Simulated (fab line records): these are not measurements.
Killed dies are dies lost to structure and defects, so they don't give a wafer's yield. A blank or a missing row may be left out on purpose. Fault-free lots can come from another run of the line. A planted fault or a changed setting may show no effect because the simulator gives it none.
A struck lot beside a sound one + flow nand harc + 14 out of 1302 route steps
Sound: the wafers L176.2, L176.5, L176.6. Wafers struck: L184.4, L184.5, L184.6. The cause is given at the end.
Per side, at each step with rows, come the tool, then ch with its chambers, and then its first start. Under that, the readings that differ: sound wafers + struck wafers + difference of the means + sigmas: that difference in standard deviations of wafers without a fault.
alike: readings with means less than 2 such deviations apart, plus words and numbers identical on both sides. not compared: withheld readings, readings lacking a value on some wafer, bounds such as >300 that could conceal the same value, and numbers that have no deviation in the record and whose values overlap.
Wherever a step has rows on one side only, a row that says differs or no value, or a row with sigmas, the two part there. When numbers do not overlap yet have no deviation, they are printed without sigmas and do not part them. A reading missing from all wafers of one side parts the sides only when that side holds two or more wafers.

first, 2 steps without rows for these wafers: NHARC_A_SOURCE_PLATE_SRD_01; NHARC_A_SOURCE_PLATE_OXIDE_02 (material SiO2, target thk 10 nm, ox time 1362 s).
NHARC_A_SOURCE_PLATE_THK_MEAS_09: measures by ellipsometry.
  struck on film metro-02, day 10 20:30; sound on film metro-02, day 7 06:04
  alike: thk nm
then, 3 steps without rows for these wafers: NHARC_A_SOURCE_PLATE_PVD_04 (deposits WSi2, target thk 50 nm); NHARC_A_SOURCE_PLATE_CVD_03 (deposits poly-Si, target thk 200 nm, time 4000 s); NHARC_A_SOURCE_PLATE_ANNEAL_05 (time 1800 s).
NHARC_A_SOURCE_PLATE_THK_MEAS_06: measures by ellipsometry.
  struck on film metro-02, day 11 12:08; sound on film metro-01, day 7 19:03
  alike: thk nm
NHARC_A_SOURCE_PLATE_INSPECT_08:
  struck on defect inspect-02, day 11 12:14; sound on defect inspect-02, day 7 19:10
  alike: raw defect count
then, 1 step without rows for these wafers: NHARC_A_ONON_D1_DEP_00 (target thk 1000 nm).
NHARC_A_ONON_D1_THK_MEAS_02: measures by ellipsometry.
  struck on film metro-02, day 11 12:49; sound on film metro-01, day 7 19:44
  alike: thk nm
NHARC_A_ONON_D1_DEP_03: target thk 1000 nm.
  sound on pecvd onon-03 ch 0, day 7 19:51; struck on pecvd onon-04 ch 0, day 11 13:02
NHARC_A_ONON_D1_THK_MEAS_05: measures by ellipsometry.
  struck on film metro-01, day 11 13:23; sound on film metro-01, day 7 20:19
| reading     | sound          | struck         | difference | sigmas |
|-------------|----------------|----------------|------------|--------|
| thk nm (nm) | 1004 1005 1004 | 1096 1097 1097 | +92        | +9     |
then, 1 step without rows for these wafers: NHARC_A_ONON_D1_DEP_06 (target thk 1000 nm).
-- record jumps: 17 days between struck wafers' starts before vs after; left off in module A_ONON_D1, resumes in module END, first step shown is number 1302 of the route --
NHARC_END_SORT_01:
  only the struck wafers appear in the record here, on prober-02 ch 0 at day 28 02:41; the sound ones have no rows

WHERE THEY PART
Last at NHARC_END_SORT_01 as far as this record goes, first at NHARC_A_ONON_D1_THK_MEAS_05.

WHY: what had been put in by the simulator
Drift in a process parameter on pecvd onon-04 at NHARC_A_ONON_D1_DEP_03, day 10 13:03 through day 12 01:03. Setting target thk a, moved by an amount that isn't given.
